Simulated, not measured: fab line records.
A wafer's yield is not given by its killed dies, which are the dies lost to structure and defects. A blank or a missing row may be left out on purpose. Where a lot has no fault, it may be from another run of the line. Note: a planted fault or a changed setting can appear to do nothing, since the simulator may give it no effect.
fab line records    flow nand-harc    part 2 of 2: steps 24 to 33 of 33
[record] lots = 5  wafers = 15  last-day = 23
route steps=1159 shown A_BLC@987 A_M0@994
lots with no fault: from the same line, run without faults
start-h: hours from the record's first day to the start of the lot's first wafer shown    wait-h: hours from the lot's prior step to this one    " identical to the entry in the row above    L1.1+2: several wafers, shown together as one row    - no value present, or no start provided    * or withheld: withheld    < > ~ a bound
route shown NAME@n: names a module that has steps shown in the file, with the first one's number in the route    usual: mean/standard deviation of fault-free wafers    same: alike in all rows    chamber/n: place in a boat    sites: each site's reading    _std_site: how widely they spread, as a standard deviation    _edge_site: mean of outer sites minus mean of inner sites    radius-mm: for every site, how far away it sits from the centre of the wafer    mask NAME#n: copy n    behind: the tool/chamber that last shaped the wafer    hold: what put the lot on hold/how long, in hours/how the hold closed    device: transistor that didn't switch, given as n, p or np    end of line: the route-end tests of the same wafers    a step given without rows: its recipe and nothing more    killed: dies that structure and defects cost at the first sort, which is not the same as the wafer's yield    map: a wafer's dies, marking killed ones x, the rest . and places with no die _
set.NAME: the setting that was run; set.NAME@STEP: the one run at that earlier step    model.NAME: the simulator's own value behind a step, which no gauge read
lots seen at some steps along the route; tables by step, rows by wafer
services: from which hour (start-h, from the record's first day; less than 0 if before it) a tool's chamber was out of use, for how many hours, and why
[[steps]]
[step NHARC_A_M0_STRIP_18]
[recipe] power-w = 1000  n2-flow-sccm = 150  h2-flow-sccm = 150  ar-flow-sccm = 0  bias-w = 0  chemistry = N2/H2
[usual] drypump-motor-current-A = 5.7/0.34  h2-flow-sccm = 150.1/0.47  mfc-ar-sccm = 0.009/0.011  oes-product-au = 1.002/0.012  rf-vpp-V = 90.7/0.97  showerhead-plenum-p-Torr = 2.06/0.1  throttle-valve-pct = 14.171/0.0084
lot.wafer  tool         chamber  start-h  wait-h  drypump-motor-current-A  h2-flow-sccm  mfc-ar-sccm  oes-product-au  rf-hours-counter-h  rf-vpp-V  showerhead-plenum-p-Torr  throttle-valve-pct
L078.1     rie-diel-13  1        437.22   0.1     5.8                      149.2         0.026        1.001           9                   91.6      2.12                      14.161
L078.3     "            2        "        "       6.1                      149.4         0.027        1.031           9                   91.0      1.89                      14.175
L078.6     "            0        "        "       5.9                      149.2         0.020        1.006           -                   88.3      1.90                      14.184
L081.2     rie-diel-13  3        441.26   0.1     5.9                      150.6         0            0.999           9                   91.4      2.08                      14.167
L081.4     "            0        "        "       5.9                      149.8         0.020        1.000           10                  90.6      1.90                      14.179
L081.6     "            3        "        "       5.9                      150.8         0            1.007           -                   90.1      2.08                      14.165
L083.2     rie-diel-02  0        479.46   0.1     5.5                      150.8         0            1.012           11                  91.4      2.08                      14.187
L083.4     "            1        "        "       5.7                      150.2         0.000        1.005           11                  91.3      2.08                      14.160
L083.5     "            2        "        "       5.6                      150.5         0            1.006           -                   91.0      2.14                      14.177
L087.1     rie-diel-13  0        495.27   0.1     5.9                      150.5         0.020        0.990           0                   88.9      1.90                      14.180
L087.4     "            2        "        "       6.1                      150.4         0.027        1.028           0                   89.5      1.89                      14.178
L087.6     "            3        "        "       6.0                      150.4         0            1.005           -                   91.6      2.08                      14.167
L088.1     rie-diel-04  2        513.83   0.1     6.0                      149.6         0            0.990           3                   90.7      1.95                      14.181
L088.3     "            3        "        "       5.3                      149.9         0            0.999           3                   91.4      2.15                      14.172
L088.6     "            2        "        "       6.0                      149.6         0            0.994           -                   91.2      1.95                      14.164
[step NHARC_A_M0_STRIP_19]
[recipe] time-s = 600  temp-c = 30  chemistry = post-etch-residue-remover
[usual] temp-c = 30.01/0.12
lot.wafer  tool          chamber  start-h  wait-h  temp-c
L078.6     wet-bench-03  1        437.45   -       29.78
L078.3     "             2        "        "       29.94
L078.1     "             5        "        "       29.96
L081.4     wet-bench-02  0        441.53   -       29.99
L081.6     "             4        "        "       30.14
L081.2     "             5        "        "       29.80
L083.4     wet-bench-02  4        479.68   -       29.99
L083.2     "             6        "        "       29.98
L083.5     "             1        "        "       29.88
L087.1     wet-bench-02  1        495.53   -       29.98
L087.4     "             4        "        "       30.15
L087.6     "             5        "        "       30.03
L088.3     wet-bench-06  2        514.11   -       30.14
L088.1     "             4        "        "       30.02
L088.6     "             5        "        "       30.08
[step NHARC_A_M0_DEGAS_28]
[recipe] temp-c = 250  time-s = 60
[usual] heater-power-w = 328/25
lot.wafer  tool            chamber  start-h  wait-h  heater-power-w
L078.3     pvd-sputter-01  -        437.71   -       309
L078.1     "               -        "        "       316
L078.6     "               -        "        "       321
L081.4     pvd-sputter-03  -        441.80   -       318
L081.2     "               -        "        "       394
L081.6     "               -        "        "       310
L083.4     pvd-sputter-01  -        479.96   -       341
L083.2     "               -        "        "       307
L083.5     "               -        "        "       290
L087.1     pvd-sputter-01  -        495.80   -       323
L087.4     "               -        "        "       320
L087.6     "               -        "        "       290
L088.3     pvd-sputter-03  -        514.39   -       304
L088.1     "               -        "        "       371
L088.6     "               -        "        "       307
[step NHARC_A_M0_PRE_CLEAN_29]
[recipe] time-s = 30  temp-c = 280  gas = H2/He
[usual] heater-power-w = 402/30
lot.wafer  tool            chamber  start-h  wait-h  heater-power-w
L078.1     pvd-sputter-01  -        -        -       384
L078.3     "               -        "        "       358
L078.6     "               -        "        "       400
L081.4     pvd-sputter-03  -        -        -       382
L081.2     "               -        "        "       491
L081.6     "               -        "        "       481
L083.2     pvd-sputter-01  -        -        -       376
L083.4     "               -        "        "       399
L083.5     "               -        "        "       374
L087.1     pvd-sputter-01  -        -        -       359
L087.4     "               -        "        "       409
L087.6     "               -        "        "       379
L088.3     pvd-sputter-03  -        -        -       379
L088.1     "               -        "        "       467
L088.6     "               -        "        "       377
[step NHARC_A_M0_PVD_20]
[recipe] target-thk-a = 50  bias-v = 168.6  power-w = 15000  chamber-pressure-pa = 0.12  time-s = 8.06  substrate-temp-c = 50  material = TaN
[usual] throttle-valve-pct = 29.5/1.3
lot.wafer  tool            chamber  start-h  wait-h  throttle-valve-pct
L078.1     pvd-sputter-01  -        -        -       28.1
L078.3     "               -        "        "       30.0
L078.6     "               -        "        "       28.9
L081.2     pvd-sputter-03  -        -        -       28.9
L081.4     "               -        "        "       30.4
L081.6     "               -        "        "       30.5
L083.2     pvd-sputter-01  -        -        -       30.0
L083.4     "               -        "        "       29.2
L083.5     "               -        "        "       30.3
L087.4     pvd-sputter-01  -        -        -       28.1
L087.1     "               -        "        "       29.8
L087.6     "               -        "        "       30.6
L088.1     pvd-sputter-03  -        -        -       30.4
L088.3     "               -        "        "       29.5
L088.6     "               -        "        "       26.9
[step NHARC_A_M0_PVD_21]
[recipe] target-thk-a = 300  chamber-pressure-pa = 5  power-w = 5000  substrate-temp-c = 30  time-s = 20.49  material = Cu
[usual] throttle-valve-pct = 29.6/1.3
lot.wafer  tool            chamber  start-h  wait-h  throttle-valve-pct
L078.3     pvd-sputter-01  -        -        -       29.4
L078.1     "               -        "        "       30.3
L078.6     "               -        "        "       30.1
L081.2     pvd-sputter-03  -        -        -       28.8
L081.4     "               -        "        "       30.7
L081.6     "               -        "        "       28.5
L083.4     pvd-sputter-01  -        -        -       29.1
L083.2     "               -        "        "       28.2
L083.5     "               -        "        "       29.3
L087.4     pvd-sputter-01  -        -        -       29.2
L087.1     "               -        "        "       29.8
L087.6     "               -        "        "       29.3
L088.1     pvd-sputter-03  -        -        -       30.7
L088.3     "               -        "        "       29.7
L088.6     "               -        "        "       29.8
[step NHARC_A_M0_ECD_22]
[recipe] target-thk-a = 4000  bath-temp-c = 25  material = Cu
lot.wafer   tool       chamber  start-h  wait-h
L078.1+3+6  ecd-cu-02  0,1,0    438.10   -
L081.2+4+6  ecd-cu-02  1,0,0    442.16   -
L083.2+4+5  ecd-cu-01  0,0,1    480.38   -
L087.1+4+6  ecd-cu-01  0,0,1    496.15   -
L088.1+3+6  ecd-cu-01  0,1,0    514.74   -
[step NHARC_A_M0_ANNEAL_30]
[recipe] temp-c = 225  time-s = 90
[usual] wafer_temp_C_max = 226.27/0.29
lot.wafer  tool           chamber  start-h  wait-h  wafer_temp_C_max
L078.1     rtp-anneal-02  0        438.48   0.3     226.34
L078.3     "              0        "        "       226.32
L078.6     "              0        "        "       226.05
L081.2     rtp-anneal-01  0        442.59   0.4     226.27
L081.4     "              0        "        "       226.35
L081.6     "              0        "        "       226.20
L083.2     rtp-anneal-02  0        480.76   -       225.91
L083.4     "              0        "        "       226.34
L083.5     "              0        "        "       226.12
L087.1     rtp-anneal-01  0        496.53   0.3     226.74
L087.4     "              0        "        "       226.69
L087.6     "              0        "        "       226.75
L088.1     rtp-anneal-01  0        515.11   -       226.38
L088.3     "              0        "        "       226.17
L088.6     "              0        "        "       226.27
[step NHARC_A_M0_CMP_23]
[recipe] t-overpolish-s = 20  target-thk-nm = 113.75
[usual] motor-current-A = 11.7/1.3  slurry-flow-ml-min = 149.9/0.48  time-to-endpoint-s = 28.1/2.7
lot.wafer  tool    chamber  start-h  wait-h  motor-current-A  slurry-flow-ml-min  time-to-endpoint-s
L078.3     cmp-01  0        438.83   -       10.9             149.3               25.9
L078.1     "       1        "        "       10.2             150.4               30.1
L078.6     "       0        "        "       11.6             149.4               24.1
L081.4     cmp-01  1        442.94   -       10.1             150.3               33.0
L081.2     "       2        "        "       10.6             150.0               29.3
L081.6     "       0        "        "       11.8             149.6               28.8
L083.2     cmp-01  0        481.06   -       11.5             150.9               26.8
L083.4     "       1        "        "       10.3             149.9               29.3
L083.5     "       0        "        "       11.5             149.6               24.8
L087.1     cmp-02  1        496.90   -       13.6             149.9               30.6
L087.4     "       2        "        "       11.7             149.9               27.6
L087.6     "       1        "        "       12.9             149.5               28.0
L088.1     cmp-03  3        515.49   -       11.6             149.3               22.9
L088.3     "       1        "        "       12.4             150.2               27.0
L088.6     "       3        "        "       11.0             149.5               25.4
[step NHARC_A_M0_THK_MEAS_24]
[recipe] thk-meas-gauge = xrf
[usual] thk-nm = 113.5/1.7
lot.wafer  tool           chamber  start-h  wait-h  thk-nm
L078.1     film-metro-02  -        439.15   -       114.7
L078.3     "              -        "        "       114.7
L078.6     "              -        "        "       114.7
L081.2     film-metro-01  -        443.20   -       113.7
L081.4     "              -        "        "       114.1
L081.6     "              -        "        "       112.2
L083.2     film-metro-02  -        481.38   -       112.1
L083.4     "              -        "        "       115.4
L083.5     "              -        "        "       113.2
L087.1     film-metro-01  -        497.19   -       115.9
L087.4     "              -        "        "       114.2
L087.6     "              -        "        "       115.4
L088.1     film-metro-01  -        515.77   -       109.2
L088.3     "              -        "        "       113.4
L088.6     "              -        "        "       112.6
[[services]]
tool             chamber  start-h  hours  kind
arfi-scanner-03  -        416.83   0.6    repair
cmp-02           -        422.60   4.0    pm
cmp-01           -        425.09   2.2    repair
cmp-03           -        438.76   0.9    repair
litho-track-01   -        443.00   7.0    pm
cmp-02           -        446.13   1.7    repair
wet-bench-07     -        448.02   8.0    pm
ecd-cu-01        -        448.17   8.0    pm
cmp-03           -        450.00   4.0    pm
cmp-01           -        454.98   1.2    repair
arfi-scanner-03  -        456.51   0.3    repair
pvd-sputter-03   -        458.00   10.0   pm
rie-diel-04      -        465.90   9.0    pm
litho-track-06   -        467.00   7.0    pm
rie-diel-13      2        472.10   4.7    repair
cmp-01           -        473.55   4.0    pm
rie-diel-04      0        479.12   2.0    repair
rie-diel-13      -        480.02   9.0    pm
cmp-02           -        480.82   2.7    repair
arfi-scanner-03  -        484.00   4.0    pm
rie-diel-02      -        484.34   0.2    repair
litho-track-04   -        491.00   7.0    pm
rie-diel-02      -        504.70   9.0    pm
pvd-sputter-01   -        514.00   10.0   pm
